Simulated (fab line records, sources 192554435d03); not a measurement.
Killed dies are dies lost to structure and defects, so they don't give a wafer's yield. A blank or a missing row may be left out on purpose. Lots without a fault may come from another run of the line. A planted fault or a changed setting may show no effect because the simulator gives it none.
Split-lot experiment | flow n5_finfet | 7 lots, 21 wafers read, on a route of 1938 steps

THE SPLIT
At N5_BEOL_M4_ALD_98 (deposits SiO2, target thk 2.5 nm, pulse time 1 s, co reactant pulse time 1 s), the setting ald_cycles was moved away from the recipe's 17 on 10 of the 21 wafers read, by -11.8% to +17.6%. The other wafers ran this setting at the recipe's value.

The reading is taken at the split's own step.

THE READING
SiO2_of_BEOL_M4_ALD_98.thk_nm (the simulator's own value, which no gauge read), in nm, at N5_BEOL_M4_ALD_98 (deposits SiO2, target thk 2.5 nm, pulse time 1 s, co reactant pulse time 1 s). The file gives no usual value for it. The 11 wafers here that ran the recipe average 2.5 nm, standard deviation 0.089 nm.

wafer  | tool, chamber at the split | ald_cycles as run | against the recipe | SiO2_of_BEOL_M4_ALD_98.thk_nm, nm | against lot-mates on the recipe
L075.1 | ald_sin-02, 1,0            | 18                | +5.9%              | 2.6                               | +0.0
L075.4 | ald_sin-02, 1,0            | 18                | +5.9%              | 2.6                               | +0.0
L075.2 | ald_sin-02, 2              | 17                | recipe             | 2.6                               | -
L082.2 | ald_sin-04, 3,0,0          | 15                | -11.8%             | 2.2                               | no lot-mate on the recipe
L082.3 | ald_sin-04, 3,0,0          | 15                | -11.8%             | 2.2                               | no lot-mate on the recipe
L082.5 | ald_sin-04, 3,0,0          | 15                | -11.8%             | 2.2                               | no lot-mate on the recipe
L085.4 | ald_sin-02, 3,0            | 15                | -11.8%             | 2.2                               | -0.4
L085.6 | ald_sin-02, 3,0            | 15                | -11.8%             | 2.2                               | -0.4
L085.5 | ald_sin-02, 3              | 17                | recipe             | 2.6                               | -
L086.2 | ald_sin-02, 0              | 18                | +5.9%              | 2.6                               | +0.0
L086.3 | ald_sin-02, 2,3            | 17                | recipe             | 2.6                               | -
L086.4 | ald_sin-02, 2,3            | 17                | recipe             | 2.6                               | -
L087.1 | ald_sin-04, 0,2            | 17                | recipe             | 2.4                               | -
L087.2 | ald_sin-04, 0,2            | 17                | recipe             | 2.4                               | -
L087.6 | ald_sin-04, 2              | 20                | +17.6%             | 3                                 | +0.6
L089.1 | ald_sin-04, 0,2            | 17                | recipe             | 2.6                               | -
L089.2 | ald_sin-04, 0,2            | 17                | recipe             | 2.6                               | -
L089.4 | ald_sin-04, 1              | 17                | recipe             | 2.4                               | -
L091.1 | ald_sin-04, 2,0            | 17                | recipe             | 2.6                               | -
L091.6 | ald_sin-04, 2,0            | 17                | recipe             | 2.6                               | -
L091.4 | ald_sin-04, 3              | 19                | +11.8%             | 2.8                               | +0.2
Where a row lists several chambers, the file gives one row for several wafers and doesn't say which wafer went through which chamber.

THE FIT
A straight line over all 21 wafers: SiO2_of_BEOL_M4_ALD_98.thk_nm changes by +0.0257 nm for each +1% of ald_cycles; r = +0.94; the points scatter about the line by 0.077 nm.
The same after taking each lot's own level away (the mean of its wafers on the recipe; 18 wafers): +0.028 nm for each +1%; r = +0.91; scatter 0.087 nm.
On that fit, the largest move of ald_cycles shifts the reading by 0.49 nm.
The lots' own levels span 2.40 to 2.60 nm, that is 2.2 times the standard deviation above.
So the lot-to-lot level changes the slope little: the two slopes agree.
Check: with one of the wafers moved furthest among these (+17.6%) left out of the fit, the line predicts +0.365 nm for it against its lot-mates. It came out at +0.6 nm against them.

OTHER SPLITS ON THESE WAFERS
These wafers also went through other splits before the reading. Each is held against what the fit with the lots' levels taken away leaves over:
other split on the same wafers | wafers away from the commonest value | r with SiO2_of_BEOL_M4_ALD_98.thk_nm (lot level and that fit taken away)
N5_BEOL_M1_COAT_61 spin_rpm    | 7                                    | +0.16

THE FILE'S OWN FIT
SiO2_of_BEOL_M4_ALD_98.thk_nm changes by +0.0268 nm for each +1% of ald_cycles, r = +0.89.
